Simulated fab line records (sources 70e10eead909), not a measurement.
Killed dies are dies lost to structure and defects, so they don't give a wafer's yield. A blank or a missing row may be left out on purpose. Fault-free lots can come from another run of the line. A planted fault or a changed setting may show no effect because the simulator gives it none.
Chamber matching | flow nandHarc | NHARC_A_SLIT_DEP_25 on pecvd-01 has 3 sister chambers
The step deposits SiO2, target thk 200 nm. 16 wafers are shown with their chamber, then 8 later ones without.

WAFERS WITH THEIR CHAMBER
wafer  | chamber | heaterPowerW (W) | rfFwdPowerW (W) | throttleValvePct (%)
L076.1 | 0       | 607              | 898.1           | 16.2
L076.3 | 1       | 537              | 899.8           | 16.1
L076.4 | 2       | 604              | 897.8           | 15.9
L078.1 | 1       | 536              | 900.1           | 15.9
L078.4 | 0       | 630              | 898.8           | 15.9
L078.5 | 2       | 638              | 895.9           | 15.7
L084.1 | 0       | 621              | 898.6           | 16.0
L084.3 | 2       | 611              | 896.8           | 16.0
L084.5 | 2       | 623              | 890.9           | 15.9
L085.4 | 2       | 646              | 896.0           | 16.1
L085.5 | 1       | 415              | 895.4           | 16.2
L085.6 | 0       | 580              | 900.6           | 16.1
L090.1 | 2       | 576              | 898.3           | 16.0
L090.2 | 0       | 636              | 898.8           | 16.2
L090.5 | 0       | 656              | 898.6           | 16.2
L092.2 | 0       | 565              | 898.9           | 15.9

SIGNATURES, as means of the wafers listed above
reading          | chamber 0 | chamber 1 | chamber 2 | scatter within a chamber
heaterPowerW     | 613.57    | 496.00    | 616.33    | 38.4
rfFwdPowerW      | 898.914   | 898.433   | 895.950   | 2.01
throttleValvePct | 16.071    | 16.067    | 15.933    | 0.14
Rule: for a wafer and a chamber, the distance is found by dividing, reading by reading, the gap between the wafer's reading and the chamber's mean by the reading's scatter, squaring, summing and taking the root. The wafer belongs to the nearest chamber; if the next one is less than 2 further off, it can't be placed. The scatter is the square root of a quotient: the sum, over the shown wafers, of each reading's squared deviation from its chamber's mean, divided by wafers minus chambers.

WAFERS MISSING THEIR CHAMBER
wafer  | heaterPowerW (W) | rfFwdPowerW (W) | throttleValvePct (%)
L092.5 | 598              | 891.6           | 16.0
L092.6 | 535              | 898.9           | 15.9
L097.3 | 608              | 900.2           | 15.6
L097.4 | 631              | 899.2           | 15.8
L097.6 | 563              | 892.3           | 16.0
L093.1 | 517              | 894.3           | 15.4
L093.2 | 575              | 902.8           | 15.8
L093.5 | 476              | 896.5           | 16.0

THE CHAMBER EACH PASSED THROUGH
wafer  | from the rows above          | in truth
L092.5 | can't be placed: 2 or 0      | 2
L092.6 | can't be placed: 1 or 0 or 2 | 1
L097.3 | can't be placed: 2 or 0 or 1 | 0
L097.4 | can't be placed: 2 or 0      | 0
L097.6 | can't be placed: 2 or 1 or 0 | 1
L093.1 | can't be placed: 2 or 1 or 0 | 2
L093.2 | can't be placed: 0 or 1 or 2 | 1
L093.5 | 1                            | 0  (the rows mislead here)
Placed correctly: 0 of 8. Unplaceable from these rows: 7, with the true chamber sitting among the candidates in 7. Wrongly placed: 1.
